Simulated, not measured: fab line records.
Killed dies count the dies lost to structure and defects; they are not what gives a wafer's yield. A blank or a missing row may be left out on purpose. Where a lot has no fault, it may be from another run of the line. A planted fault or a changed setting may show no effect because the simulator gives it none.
Lot-split experiment | flow n5Finfet | 7 lots, 21 wafers read, on a route of 1938 steps

== ABOUT THE SPLIT ==
At N5_PASSIVATION_ETCH_15 (etches SiCN in CF4/N2, target depth 75 nm, time 81.2 s), the setting biasW was moved away from the recipe's 70 W on 9 of the 21 wafers read, by -10.2% to +14.5%. For the rest of the wafers, this setting stayed at what the recipe calls for.

The reading comes from the split's own step.

== THE READING ==
rfVppV, in V, at N5_PASSIVATION_ETCH_15 (etches SiCN in CF4/N2, target depth 75 nm, time 81.2 s). On this fab line, fault-free wafers typically give 382.6 V with a standard deviation of 1.7 V.

wafer  | tool, chamber at the split | biasW as run, W | against the recipe | rfVppV, V | against lot-mates on the recipe
L077.3 | rieDiel-02, 1              | 70              | recipe             | 383.8     | -
L077.5 | rieDiel-02, 2              | 70              | recipe             | 380.9     | -
L077.6 | rieDiel-02, 3              | 70              | recipe             | 385.7     | -
L081.3 | rieDiel-01, 2              | 65.32           | -6.7%              | 367.6     | -14.4
L081.4 | rieDiel-01, 1              | 70              | recipe             | 382.0     | -
L081.5 | rieDiel-01, 2              | 65.32           | -6.7%              | 368.0     | -14.0
L084.1 | rieDiel-03, 2              | 70              | recipe             | 381.5     | -
L084.2 | rieDiel-03, 1              | 80.12           | +14.5%             | 420.6     | +39.1
L084.3 | rieDiel-03, 0              | 80.12           | +14.5%             | 414.8     | +33.3
L085.2 | rieDiel-01, 2              | 70              | recipe             | 383.8     | -
L085.3 | rieDiel-01, 2              | 70              | recipe             | 385.1     | -
L085.5 | rieDiel-01, 2              | 70              | recipe             | 385.7     | -
L091.1 | rieDiel-02, 0              | 70              | recipe             | 382.4     | -
L091.4 | rieDiel-02, 0              | 70              | recipe             | 381.0     | -
L091.6 | rieDiel-02, 1              | 70              | recipe             | 385.2     | -
L089.1 | rieDiel-03, 2              | 78.39           | +12.0%             | 410.2     | no lot-mate on the recipe
L089.4 | rieDiel-03, 2              | 78.39           | +12.0%             | 410.6     | no lot-mate on the recipe
L089.5 | rieDiel-03, 1              | 78.39           | +12.0%             | 412.9     | no lot-mate on the recipe
L094.2 | rieDiel-03, 2              | 62.87           | -10.2%             | 357.5     | -24.0
L094.4 | rieDiel-03, 3              | 70              | recipe             | 381.5     | -
L094.6 | rieDiel-03, 2              | 62.87           | -10.2%             | 356.7     | -24.8

FIT RESULTS
A straight line over all 21 wafers: rfVppV changes by +2.4 V for each +1% of biasW; r = +0.99; the points scatter about the line by 1.9 V.
The same after taking each lot's own level away (the mean of its wafers on the recipe; 18 wafers): +2.43 V for each +1%; r = +0.99; scatter 1.7 V.
According to that fit, moving biasW by its largest amount changes the reading by 35 V.
The lots' own levels span 381.50 to 384.87 V, that is 2.0 times the standard deviation above.
So the lot-to-lot level changes the slope little: the two slopes agree.
Check: +33.4 V against its lot-mates is what the line predicts for one of the wafers moved furthest among these (+14.5%) when that wafer is left out of the fit. Against them it came out at +39.1 V.
Tool readings at the split's step, against how far the setting was moved: rfVppV r = +0.99.

== FURTHER SPLITS ON THESE WAFERS ==
Note: prior to the reading, these wafers also went through further splits. Each is held against what the fit with the lots' levels taken away leaves over:
other split on the same wafers   | wafers away from the commonest value | r with rfVppV (lot level and that fit taken away)
N5_BEOL_M13_SPUTTER_43 timeS     | 8                                    | +0.19
N5_BEOL_M14_ILD_DEP_00 timeS     | 5                                    | +0.04
N5_BEOL_M15_TRENCH_ETCH_34 timeS | 8                                    | -0.47
N5_BEOL_M15_SPUTTER_45 powerW    | 6                                    | -0.06
N5_MIM_TOP_ALD_01 aldCycles      | 5                                    | +0.38
N5_PASSIVATION_VIA_ETCH_13 biasW | 5                                    | +0.09

== THE FILE'S OWN FIT ==
rfVppV changes by +2.43 V for each +1% of biasW, r = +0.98.
